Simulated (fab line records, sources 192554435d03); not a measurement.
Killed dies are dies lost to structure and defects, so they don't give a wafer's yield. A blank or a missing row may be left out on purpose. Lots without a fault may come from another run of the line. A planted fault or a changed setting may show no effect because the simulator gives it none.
Split-lot experiment | flow n5_finfet | 7 lots, 21 wafers read, on a route of 1938 steps

THE SPLIT
At N5_BEOL_M12_ILD_DEP_00 (deposits SiOC from DEMS/O2, target thk 658.92 nm, time 130.7 s), the setting time_s was moved away from the recipe's 130.7 s on 9 of the 21 wafers read, by -11.8% to +6.4%. The other wafers ran this setting at the recipe's value.

The file shows no step between the split and the reading.

THE READING
M12_ILD_THK, in nm, at N5_BEOL_M12_THK_MEAS_01. Fault-free wafers of this fab line usually give 659 nm, standard deviation 8.1 nm.

wafer  | tool, chamber at the split | time_s as run, s | against the recipe | M12_ILD_THK, nm | against lot-mates on the recipe
L077.1 | pecvd-02, 1                | 130.7            | recipe             | 660             | -
L077.5 | pecvd-02, 1                | 124.2            | -5.0%              | 641             | -19
L077.6 | pecvd-02, 0                | 124.2            | -5.0%              | 631             | -29
L084.2 | pecvd-03, 2                | 118.4            | -9.4%              | 594             | -78
L084.5 | pecvd-03, 2                | 130.7            | recipe             | 672             | -
L084.6 | pecvd-03, 1                | 118.4            | -9.4%              | 612             | -60
L086.2 | pecvd-03, 1                | 130.7            | recipe             | 661             | -
L086.5 | pecvd-03, 1                | 130.7            | recipe             | 670             | -
L086.6 | pecvd-03, 0                | 130.7            | recipe             | 664             | -
L087.1 | pecvd-02, 1                | 135.7            | +3.8%              | 680             | +38
L087.3 | pecvd-02, 2                | 130.7            | recipe             | 638             | -
L087.4 | pecvd-02, 2                | 130.7            | recipe             | 646             | -
L090.1 | pecvd-03, 1                | 130.7            | recipe             | 652             | -
L090.3 | pecvd-03, 2                | 120.8            | -7.6%              | 609             | -49
L090.4 | pecvd-03, 0                | 130.7            | recipe             | 664             | -
L094.2 | pecvd-03, 1                | 139              | +6.4%              | 690             | +34
L094.4 | pecvd-03, 1                | 130.7            | recipe             | 657             | -
L094.5 | pecvd-03, 2                | 130.7            | recipe             | 656             | -
L096.2 | pecvd-02, 1                | 130.7            | recipe             | 666             | -
L096.5 | pecvd-02, 2                | 115.3            | -11.8%             | 588             | -78
L096.6 | pecvd-02, 0                | 115.3            | -11.8%             | 585             | -81

THE FIT
A straight line over all 21 wafers: M12_ILD_THK changes by +5.87 nm for each +1% of time_s; r = +0.96; the points scatter about the line by 8.7 nm.
The same after taking each lot's own level away (the mean of its wafers on the recipe; 21 wafers): +6.77 nm for each +1%; r = +0.98; scatter 6.6 nm.
On that fit, the largest move of time_s shifts the reading by 80 nm.
The lots' own levels span 642.0 to 672.0 nm, that is 3.7 times the standard deviation above.
So the lot-to-lot level changes the slope: the two fits differ.
Check: with one of the wafers moved furthest among these (-11.8%) left out of the fit, the line predicts -79.4 nm for it against its lot-mates. It came out at -78 nm against them.

OTHER SPLITS ON THESE WAFERS
These wafers also went through other splits before the reading. Each is held against what the fit with the lots' levels taken away leaves over:
other split on the same wafers   | wafers away from the commonest value | r with M12_ILD_THK (lot level and that fit taken away)
N5_BEOL_M7_ETCH_41 source_w      | 6                                    | -0.32
N5_BEOL_M8_DESCUM_33 time_s      | 9                                    | +0.14
N5_BEOL_M8_TRENCH_ETCH_37 bias_w | 5                                    | +0.07
N5_BEOL_M9_ETCH_66 bias_w        | 9                                    | +0.32
N5_BEOL_M9_TRENCH_ETCH_37 bias_w | 10                                   | +0.06
N5_BEOL_M10_EXPOSE_25 dose_mj    | 5                                    | -0.46
N5_BEOL_M11_ETCH_41 time_s       | 8                                    | -0.29

THE WHOLE CHAIN: every reading that the file lists as answering this split, in the file's order
step                    | what it does                                                   | reading                                                                             | change (the file's fit)              | r (the file's)
N5_BEOL_M12_ILD_DEP_00  | deposits SiOC from DEMS/O2, target thk 658.92 nm, time 130.7 s | SiOC_of_BEOL_M12_ILD_DEP_00.thk_nm (the simulator's own value, which no gauge read) | +6.64 nm for each +1% of the setting | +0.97
N5_BEOL_M12_THK_MEAS_01 |                                                                | M12_ILD_THK                                                                         | +6.67 for each +1% of the setting    | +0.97
N5_BEOL_M12_VIA_ETCH_16 | etches SiOC in C4F8/O2/Ar, target depth 724.8 nm               | etch.depth_nm (the simulator's own value, which no gauge read)                      | +6.64 nm for each +1% of the setting | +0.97
N5_BEOL_M12_VIA_ETCH_16 | etches SiOC in C4F8/O2/Ar, target depth 724.8 nm               | coat_of_BEOL_M12_COAT_04.thk_nm (the simulator's own value, which no gauge read)    | -2.58 nm for each +1% of the setting | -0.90
N5_BEOL_M12_STRIP_63    | strips in N2/H2                                                | strip_time_to_endpoint_s                                                            | withheld for each +1% of the setting | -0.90
N5_BEOL_M12_ETCH_38     | etches SiCN in CF4/N2, target depth 68.7 nm, time 73.4 s       | SiOC_of_BEOL_M12_ILD_DEP_00.thk_nm (the simulator's own value, which no gauge read) | +6.53 nm for each +1% of the setting | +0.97

THE FILE'S OWN FIT
M12_ILD_THK changes by +6.67 nm for each +1% of time_s, r = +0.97.
